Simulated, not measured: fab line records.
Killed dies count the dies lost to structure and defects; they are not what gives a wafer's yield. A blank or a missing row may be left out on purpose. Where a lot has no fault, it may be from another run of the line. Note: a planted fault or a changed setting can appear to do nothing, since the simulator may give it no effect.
fab line records	flow nandHarc	part 2 of 2: steps 5 to 6 of 6
record: lots: 22	wafers: 66	lastDay: 24
route steps=1159 shown P_START@1 P_ZERO_WELL@16 P_GATE@175
lots that met no fault: from a run of the same line without faults
startH: start of the lot's first displayed wafer, in hours after the record's first day	waitH: hours since the lot's step before	" the same as in the row above	L1.1+2: a row that stands for several wafers	- no value, or no start was given	* or withheld: withheld	< > ~ a bound
route shown NAME@n: names a module that has steps shown in the file, with the first one's number in the route	usual: mean/standard deviation of fault-free wafers	same: alike in all rows	chamber/n: place in a boat	sites: the reading at each site	_std_site: the values' standard deviation	_edge_site: inner sites' mean taken away from outer sites' mean	radiusMm: how far each site lies from the wafer's centre	mask NAME#n: copy n	behind: the last tool/chamber to shape the wafer	hold: what put the lot on hold/how long, in hours/how the hold closed	device: transistor that didn't switch, given as n, p or np	end of line: tests run on the same wafers once the route is complete	for a step that has no rows: nothing shown but its recipe	killed: dies lost to structure and defects at the first sort, not the wafer's yield	map: a wafer's dies, x killed, . not, _ none there
set.NAME: the setting as run; set.NAME@STEP: as run at that earlier step	model.NAME: the simulator's own value behind a step, which no gauge read
route steps across a sampled set of lots; one table per step, one row per wafer
services: the hour from which a tool's chamber was out of use, counted from the record's first day as startH (under 0 if before that day), plus the number of hours and why
== steps ==
step: NHARC_P_ZERO_WELL_DESCUM_54
recipe: timeS: 3	o2FlowSccm: 200	arFlowSccm: 0	biasPowerW: 0	chemistry: O2
usual: drypumpMotorCurrentA: 5.6/0.69	oesProductAu: 1.002/0.0076	rfVppV: 58.0/0.85	showerheadPlenumPTorr: 1.96/0.072	throttleValvePct: 11.312/0.0093
same: biasPowerW: 0
lot.wafer	tool	chamber	startH	waitH	drypumpMotorCurrentA	oesProductAu	rfHoursCounterH	rfVppV	showerheadPlenumPTorr	throttleValvePct
L074.3	rieDiel-06	3	18.15	-	5.0	0.989	7	57.1	1.94	11.320
L074.2	"	0	"	"	5.9	0.986	7	59.1	1.99	11.306
L074.6	"	1	"	"	6.1	0.995	-	57.0	2.00	11.306
L075.4	rieDiel-13	3	24.10	-	6.5	1.002	7	59.4	1.99	11.309
L075.3	"	1	"	"	6.8	0.995	6	56.1	1.99	11.316
L075.5	"	3	"	"	6.5	0.989	-	57.6	1.99	11.313
L076.2	rieDiel-13	0	30.27	-	4.8	0.998	7	57.1	1.85	11.301
L076.5	"	1	"	"	6.8	1.002	-	58.6	1.99	11.310
L076.6	"	2	"	"	5.2	1.003	-	56.8	2.01	11.326
L077.3	rieDiel-13	1	35.83	-	6.8	1.003	7	57.2	1.99	11.330
L077.5	"	1	"	"	6.8	1.009	-	57.8	1.99	11.315
L077.6	"	2	"	"	5.2	1.010	-	58.0	2.01	11.301
L078.4	rieDiel-09	0	41.79	-	5.1	1.000	8	58.4	2.04	11.303
L078.3	"	1	"	"	5.8	1.006	9	57.6	1.86	11.323
L078.5	"	3	"	"	4.7	0.995	-	58.8	1.95	11.318
L079.2	rieDiel-13	0	47.90	-	4.8	0.998	8	56.6	1.85	11.321
L079.3	"	1	"	"	6.8	1.008	8	57.7	1.99	11.313
L079.6	"	1	"	"	6.8	1.006	-	58.6	1.99	11.314
L080.1	rieDiel-06	1	53.88	-	6.2	0.990	9	59.7	2.00	11.309
L080.5	"	2	"	"	5.6	0.998	-	57.5	2.07	11.311
L080.6	"	3	"	"	5.0	0.990	-	58.2	1.94	11.313
L081.1	rieDiel-13	3	59.98	-	6.5	1.010	9	58.1	1.99	11.320
L081.2	"	1	"	"	6.8	1.010	9	58.5	1.99	11.297
L081.6	"	3	"	"	6.5	1.006	-	58.3	1.99	11.328
L082.2	rieDiel-09	3	66.12	-	4.7	1.011	10	58.7	1.95	11.316
L082.4	"	0	"	"	5.1	1.003	10	58.8	2.04	11.317
L082.6	"	2	"	"	5.4	1.006	-	58.3	1.85	11.316
L083.3	rieDiel-13	0	71.92	-	4.8	1.004	9	56.2	1.85	11.304
L083.2	"	1	"	"	6.8	1.009	10	59.4	1.99	11.309
L083.4	"	2	"	"	5.2	0.993	11	58.5	2.00	11.317
L084.1	rieDiel-06	3	77.84	-	5.0	0.994	0	59.8	1.94	11.319
L084.6	"	1	"	"	6.2	0.997	-	58.3	2.00	11.316
L084.5	"	2	"	"	5.6	0.998	-	60.0	2.07	11.322
L085.1	rieDiel-13	1	84.06	-	6.8	1.002	10	58.4	1.99	11.307
L085.5	"	1	"	"	6.8	1.001	-	56.6	1.99	11.303
L085.6	"	2	"	"	5.2	1.014	-	57.5	2.00	11.301
L086.2	rieDiel-13	3	89.95	-	6.5	1.007	12	57.9	1.99	11.318
L086.3	"	0	"	"	4.8	0.993	11	56.7	1.85	11.316
L086.5	"	2	"	"	5.2	1.008	-	57.8	2.01	11.294
L087.3	rieDiel-09	2	95.95	-	5.4	1.004	1	57.8	1.85	11.298
L087.2	"	3	"	"	4.7	1.016	1	59.0	1.95	11.314
L087.5	"	0	"	"	5.1	1.016	-	58.0	2.04	11.303
L088.4	rieDiel-06	0	101.85	-	6.0	0.991	2	57.1	1.99	11.315
L088.2	"	1	"	"	6.1	0.998	2	58.8	2.00	11.302
L088.5	"	0	"	"	6.0	0.987	-	57.6	1.99	11.312
L089.2	rieDiel-06	1	107.84	-	6.1	0.997	3	59.3	2.00	11.306
L089.3	"	3	"	"	5.0	0.999	3	57.9	1.94	11.306
L089.5	"	0	"	"	5.9	0.998	-	57.9	1.99	11.300
L090.1	rieDiel-09	3	113.80	-	4.7	0.996	2	57.9	1.95	11.301
L090.3	"	1	"	"	5.8	1.000	2	56.5	1.86	11.306
L090.5	"	0	"	"	5.1	1.008	-	57.8	2.04	11.304
L091.1	rieDiel-09	0	120.09	-	5.1	0.999	2	58.1	2.04	11.317
L091.5	"	1	"	"	5.7	1.004	-	56.8	1.86	11.310
L091.6	"	2	"	"	5.4	1.003	-	56.4	1.84	11.290
L092.4	rieDiel-09	3	125.92	-	4.7	0.994	3	57.5	1.95	11.322
L092.1	"	2	"	"	5.4	1.007	3	58.7	1.85	11.296
L092.6	"	3	"	"	4.7	1.010	-	58.3	1.95	11.302
L093.2	rieDiel-09	2	131.84	-	5.4	1.001	3	56.7	1.84	11.304
L093.3	"	3	"	"	4.7	1.011	3	57.0	1.95	11.298
L093.6	"	0	"	"	5.1	1.018	-	58.2	2.04	11.308
L095.3	rieDiel-13	1	143.84	-	6.8	1.014	3	57.8	1.98	11.303
L095.6	"	1	"	"	6.8	1.004	-	58.6	1.98	11.323
L095.5	"	2	"	"	5.2	1.002	-	58.1	2.00	11.309
L097.3	rieDiel-13	3	155.94	-	6.5	0.995	3	57.4	1.99	11.313
L097.2	"	1	"	"	6.8	1.007	3	59.2	1.98	11.312
L097.5	"	3	"	"	6.5	0.994	-	57.9	1.99	11.300
step: NHARC_P_GATE_STRIP_75
recipe: powerW: 1500	tempC: 250	chemistry: O2
usual: drypumpMotorCurrentA: 5.7/0.45	heaterPowerW: 351/33	tempC: 250.00/0.18
lot.wafer	tool	chamber	startH	waitH	drypumpMotorCurrentA	heaterPowerW	rfHoursCounterH	tempC
L074.2	plasmaAsher-02	1	100.89	0.2	5.2	311	29	250.21
L074.3	"	0	"	"	5.7	372	-	250.35
L074.6	"	1	"	"	5.1	309	-	250.20
L076.2	plasmaAsher-02	0	117.24	0.2	5.8	346	35	249.86
L076.6	"	0	"	"	5.7	344	-	250.02
L076.5	"	1	"	"	5.2	303	-	250.07
L075.3	plasmaAsher-01	0	117.72	0.2	6.5	403	-	250.14
L075.4	"	1	"	"	5.7	370	-	250.00
L075.5	"	0	"	"	6.4	393	-	250.05
L078.4	plasmaAsher-02	0	126.76	0.2	5.7	346	-	249.92
L078.3	"	1	"	"	5.2	304	-	250.08
L078.5	"	0	"	"	5.7	351	-	250.29
L077.3	plasmaAsher-01	0	128.50	0.1	6.4	402	-	249.80
L077.5	"	1	"	"	5.8	365	-	250.01
L077.6	"	0	"	"	6.5	393	-	249.96
L080.1	plasmaAsher-02	1	133.83	0.2	5.2	304	42	249.92
L080.6	"	0	"	"	5.7	348	-	249.94
L080.5	"	1	"	"	5.2	300	-	249.80
L079.2	plasmaAsher-01	0	134.78	0.2	6.5	399	8	250.14
L079.3	"	1	"	"	5.8	364	-	250.32
L079.6	"	0	"	"	6.4	403	-	250.05
L081.2	plasmaAsher-01	1	143.40	0.2	5.8	368	11	249.55
L081.1	"	0	"	"	6.5	377	11	249.95
L081.6	"	1	"	"	5.8	370	-	249.96
L083.2	plasmaAsher-02	0	155.37	0.3	5.7	346	49	250.05
L083.3	"	0	"	"	5.7	357	-	249.63
L083.4	"	1	"	"	5.2	302	-	249.93
L082.2	plasmaAsher-02	1	155.75	0.2	5.2	302	49	250.25
L082.4	"	0	"	"	5.7	351	-	249.98
L082.6	"	0	"	"	5.7	358	-	249.98
L084.1	plasmaAsher-02	1	168.44	0.2	5.2	308	55	249.90
L084.6	"	0	"	"	5.7	353	-	249.80
L084.5	"	1	"	"	5.2	309	-	250.06
L087.2	plasmaAsher-02	1	180.39	0.2	5.2	304	58	250.11
L087.3	"	1	"	"	5.2	301	-	250.10
L087.5	"	1	"	"	5.2	318	-	249.97
L085.1	plasmaAsher-01	0	180.64	0.2	6.5	398	22	249.78
L085.6	"	1	"	"	5.8	366	-	249.82
L085.5	"	0	"	"	6.5	394	-	250.21
L086.2	plasmaAsher-02	1	180.94	0.3	5.2	299	59	250.03
L086.3	"	0	"	"	5.7	341	-	249.93
L086.5	"	0	"	"	5.7	346	-	250.31
L089.2	plasmaAsher-01	1	189.64	0.3	5.8	360	26	250.28
L089.3	"	0	"	"	6.5	389	-	249.96
L089.5	"	0	"	"	6.5	400	-	250.11
L088.2	plasmaAsher-01	0	190.01	0.3	6.5	398	27	250.30
L088.4	"	0	"	"	6.5	402	-	250.26
L088.5	"	0	"	"	6.5	390	-	250.13
L091.1	plasmaAsher-02	0	198.92	0.2	5.7	346	2	249.90
L091.6	"	1	"	"	5.2	323	-	250.08
L091.5	"	0	"	"	5.7	345	-	249.92
L090.1	plasmaAsher-02	0	200.98	0.2	5.7	334	3	249.94
L090.3	"	0	"	"	5.7	336	-	249.84
L090.5	"	0	"	"	5.7	338	-	249.69
L093.2	plasmaAsher-02	1	211.54	0.2	5.2	319	8	249.88
L093.3	"	0	"	"	5.7	335	-	249.92
L093.6	"	0	"	"	5.7	335	-	249.94
L092.1	plasmaAsher-01	0	211.92	0.3	6.5	398	37	250.23
L092.4	"	1	"	"	5.8	366	-	249.80
L092.6	"	0	"	"	6.5	389	-	250.45
L095.3	plasmaAsher-01	1	229.46	0.2	5.8	371	-	249.79
L095.5	"	1	"	"	5.8	378	-	249.91
L095.6	"	0	"	"	6.4	397	-	250.21
L097.2	plasmaAsher-01	0	245.94	0.2	6.5	391	46	250.17
L097.3	"	1	"	"	5.8	372	-	249.83
L097.5	"	0	"	"	6.5	393	-	249.97
== services ==
tool	chamber	startH	hours	kind
rieDiel-13	0	4.50	-	clean
rieDiel-13	1	4.50	-	clean
plasmaAsher-02	-	6.00	9.0	pm
rieDiel-13	1	8.90	11.7	repair
rieDiel-13	2	13.49	6.5	repair
rieDiel-06	2	18.71	4.8	repair
rieDiel-13	2	30.94	1.4	repair
rieDiel-13	-	45.65	0.5	repair
rieDiel-09	3	46.16	10.8	repair
rieDiel-09	1	55.11	2.5	repair
rieDiel-06	-	64.20	9.0	pm
rieDiel-09	-	77.22	9.0	pm
rieDiel-06	2	78.05	12.8	repair
plasmaAsher-01	-	99.00	9.0	pm
rieDiel-13	-	99.00	9.0	pm
rieDiel-09	3	105.37	8.2	repair
rieDiel-09	3	139.88	7.5	repair
rieDiel-06	3	140.28	4.9	repair
rieDiel-09	2	167.06	13.7	repair
plasmaAsher-02	-	183.00	9.0	pm
rieDiel-13	2	194.24	4.3	repair
plasmaAsher-02	-	197.29	1.3	repair
rieDiel-06	-	241.20	9.0	pm
plasmaAsher-02	-	242.83	1.2	repair
